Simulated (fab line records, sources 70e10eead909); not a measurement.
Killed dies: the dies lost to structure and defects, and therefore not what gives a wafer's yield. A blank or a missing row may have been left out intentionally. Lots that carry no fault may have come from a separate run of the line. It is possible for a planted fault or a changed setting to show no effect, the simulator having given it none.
Chamber matching ; flow nand harc ; 4 sister chambers for NHARC_P_BONDPAD_ACTIVATE_29 on rie diel-06
The step chemistry N2, time 60 s. 20 wafers are shown with their chamber, then 9 later ones without.

== WAFERS PAIRED WITH THEIR CHAMBERS ==
wafer;chamber;drypump motor current A (A);showerhead plenum p Torr (Torr);rf vpp V (V)
L340.1;1;6.0;1.77;64.7
L340.4;2;5.1;1.77;64.1
L340.5;2;5.1;1.77;65.7
L342.1;3;6.0;1.71;64.0
L342.2;0;5.8;1.73;63.7
L342.6;2;5.0;1.77;66.5
L341.2;2;5.1;1.77;64.5
L341.4;3;6.0;1.71;64.8
L341.6;0;5.8;1.73;64.1
L345.2;3;6.0;1.71;63.9
L345.3;0;5.8;1.73;63.3
L345.5;0;5.8;1.73;63.3
L348.2;2;5.0;1.77;64.9
L348.3;0;5.8;1.73;65.0
L348.6;3;6.0;1.71;63.6
L351.1;3;6.0;1.71;64.1
L351.3;1;6.0;1.77;64.5
L358.2;3;6.0;1.70;63.8
L358.3;1;6.0;1.77;64.7
L358.6;3;6.0;1.70;63.0

SIGNATURES, as means of the wafers listed above
reading;chamber 0;chamber 1;chamber 2;chamber 3;scatter within a chamber
drypump motor current A;5.800;6.000;5.060;6.000;0.0274
showerhead plenum p Torr;1.7300;1.7700;1.7700;1.7071;0.00299
rf vpp V;63.880;64.633;65.140;63.886;0.685
Rule: for a wafer and a chamber, the distance is found by dividing, reading by reading, the gap between the wafer's reading and the chamber's mean by the reading's scatter, squaring, summing and taking the root. The wafer belongs to the nearest chamber; if the next one is less than 2 further off, it can't be placed. How the scatter is found: for the shown wafers, subtract from each reading the mean of its chamber, square and add these, divide the total by (wafers less chambers), then take the root.

== WAFERS MISSING THEIR CHAMBER ==
wafer;drypump motor current A (A);showerhead plenum p Torr (Torr);rf vpp V (V)
L359.2;5.1;1.77;63.5
L359.3;6.0;1.77;64.2
L359.4;5.8;1.73;63.4
L361.2;6.0;1.70;61.9
L361.5;5.8;1.72;64.9
L361.6;6.0;1.70;62.9
L363.3;6.0;1.77;63.9
L363.4;5.1;1.77;64.3
L363.6;6.0;1.70;64.7

== THE CHAMBER EACH PASSED THROUGH ==
wafer;from the rows above;in truth
L359.2;2;2
L359.3;1;1
L359.4;0;0
L361.2;3;3
L361.5;0;0
L361.6;3;3
L363.3;1;1
L363.4;2;2
L363.6;3;3
Correct placement for 9 of the 9. Left unplaced by these rows: 0. Number placed wrongly: 0.
